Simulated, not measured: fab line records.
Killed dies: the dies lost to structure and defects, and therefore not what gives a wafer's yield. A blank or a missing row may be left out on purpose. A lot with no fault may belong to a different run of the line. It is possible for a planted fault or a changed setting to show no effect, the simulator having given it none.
Problem report, 8D (eight disciplines) form, completed by code	flow n5_finfet	the parts of the form that need people (team, actions taken, sign-off) are left out

## 1. THE PROBLEM
Mean CJ_N at N5_BEOL_M4_RC_MEAS_101: 5.04 over 9 wafers in 3 lots; fault-free wafers: 4.36, standard deviation 0.082. Measured from the usual mean, that is +8.3 standard deviations.
Earliest sighting: wafer L491.4 on prober-01 at day 10 05:17. The record has a number at this step for 27 wafers belonging to 9 lots. The rule behind "out" and "out of limits": a value lying over 4 standard deviations away from the usual mean. The rest of the wafers with a number are treated as sound.

## 2. WHAT THIS IS AND IS NOT
question	is	is not
which readings at this step	CJ_N	ION_N, ION_P, SS_N, VT_P
which lots	L491, L494, L495	L483, L484, L488, L504, L505, L506
which wafers of those lots	all that have a number	-
read on which gauges	prober-01	prober-02
when	from day 10 05:17	up to then (9 sound wafers); but 9 sound wafers of L504, L505, L506 came after

## 3. SUSPECTS, AND WHAT RULES EACH OUT
Counting: any tool at a process step up to the reading is kept as a suspect provided that every lot that is out went through it and no sound lot did after the first of them.
- the gauge at N5_BEOL_M4_RC_MEAS_101 is ruled out. All the wafers that are out were read on prober-01, but those of them that N5_WELL_APT_IMPLANT_32 has rows for are out there too, on other tools.
- implanter-02 at N5_WELL_APT_IMPLANT_32: ruled out as a lasting fault. Following L491 (day 3 15:24), the first lot on it that is out, the sound lots L505, L506 were run on it.
Left after counting: nothing in the record.

## 4. THE CAUSE (what the simulator had put in)
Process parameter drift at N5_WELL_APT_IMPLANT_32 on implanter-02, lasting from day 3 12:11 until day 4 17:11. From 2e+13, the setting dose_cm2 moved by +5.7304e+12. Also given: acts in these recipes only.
It was ruled out by counting, in error; the rule expects a fault to strike all lots run on its tool from its start on, and this fault did not.

## 5. THE CHAIN OF EFFECTS, in route order
Rows list readings where the struck wafers' mean (over those with a number) sits beyond 3 standard deviations from the usual. Only readings whose record carries a usual standard deviation are examined. hours: median over the lots of the time between each lot's start at the first step of this table that gives one and its start at this step. sigmas: the change, counted in usual standard deviations.
hours	step	reading	usual	on struck wafers	change	sigmas
0	N5_WELL_APT_IMPLANT_32	dose_ions_cm2	2.0003e+13	2.5727e+13	+5.7238e+12	+99 or more
0	N5_WELL_APT_IMPLANT_32	faraday_current_uA	254	325	+71	+15
158	N5_BEOL_M4_RC_MEAS_101	CJ_N	4.36	5.04	+0.68	+8.3
Its process steps:
- N5_WELL_APT_IMPLANT_32

## 6. WHAT WOULD HAVE CAUGHT IT SOONER
161 hours passed between the start of the fault at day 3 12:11 and the first reading out of limits at a measuring or inspecting step in this record, taken at day 10 05:17.
Tool's own readings at N5_WELL_APT_IMPLANT_32, dose_ions_cm2, faraday_current_uA: out on all struck wafers the step has rows for; an alarm limit on them would have tripped on the first.
